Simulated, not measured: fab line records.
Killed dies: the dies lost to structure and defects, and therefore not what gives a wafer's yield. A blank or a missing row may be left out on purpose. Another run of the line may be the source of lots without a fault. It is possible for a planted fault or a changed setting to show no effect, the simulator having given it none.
Chamber matching    flow n5_finfet    4 sister chambers for N5_BEOL_M4_ALD_84 on ald_metal-04
The step deposits TaN, pulse time 2 s, purge time 3 s, co reactant purge time 2 s. 16 wafers are shown with their chamber, then 8 later ones without.

## WAFERS WITH THEIR CHAMBER
wafer   chamber  heater_power_w (W)  precursor_vessel_pressure_torr (Torr)  susceptor_temp_C (C)
L077.2  0        410                 26.31                                  275.24
L077.4  3        433                 26.28                                  275.06
L077.5  1        389                 26.33                                  275.35
L082.1  2        363                 26.25                                  275.35
L082.3  3        431                 26.27                                  275.10
L082.4  0        415                 26.15                                  274.96
L083.1  0        405                 26.19                                  274.85
L083.3  2        362                 26.20                                  275.07
L083.6  1        394                 26.25                                  275.20
L084.1  1        391                 26.30                                  275.07
L084.3  3        421                 26.27                                  274.99
L084.4  0        407                 26.30                                  275.54
L085.3  2        367                 26.26                                  275.06
L085.4  2        368                 26.22                                  275.07
L085.6  0        405                 26.30                                  274.99
L088.1  0        419                 26.26                                  275.19

SIGNATURES, as means of the wafers listed above
reading                         chamber 0  chamber 1  chamber 2  chamber 3  scatter within a chamber
heater_power_w                  410.17     391.33     365.00     428.33     4.88
precursor_vessel_pressure_torr  26.2517    26.2933    26.2325    26.2733    0.0482
susceptor_temp_C                275.1283   275.2067   275.1375   275.0500   0.186
Rule: a wafer's distance from a chamber is the root of the sum, over the readings, of the square of ((its reading less the chamber's mean) divided by the reading's scatter). The wafer belongs to the nearest chamber; if the next one is less than 2 further off, it can't be placed. The scatter is the square root of a quotient: the sum, over the shown wafers, of each reading's squared deviation from its chamber's mean, divided by wafers minus chambers.

## WAFERS WITHOUT THEIR CHAMBER
wafer   heater_power_w (W)  precursor_vessel_pressure_torr (Torr)  susceptor_temp_C (C)
L088.3  366                 26.32                                  275.31
L088.5  357                 26.22                                  275.35
L094.1  407                 26.23                                  275.12
L094.3  356                 26.19                                  275.13
L094.4  390                 26.28                                  274.87
L097.2  410                 26.30                                  275.03
L097.5  359                 26.23                                  275.03
L097.6  390                 26.31                                  274.85

## WHICH CHAMBER EACH ONE RAN IN
wafer   from the rows above  in truth
L088.3  2                    2
L088.5  2                    2
L094.1  0                    0
L094.3  2                    2
L094.4  1                    1
L097.2  0                    0
L097.5  2                    2
L097.6  1                    1
Placed correctly: 8 of 8. Not placeable from these rows: 0. Placed wrongly: 0.
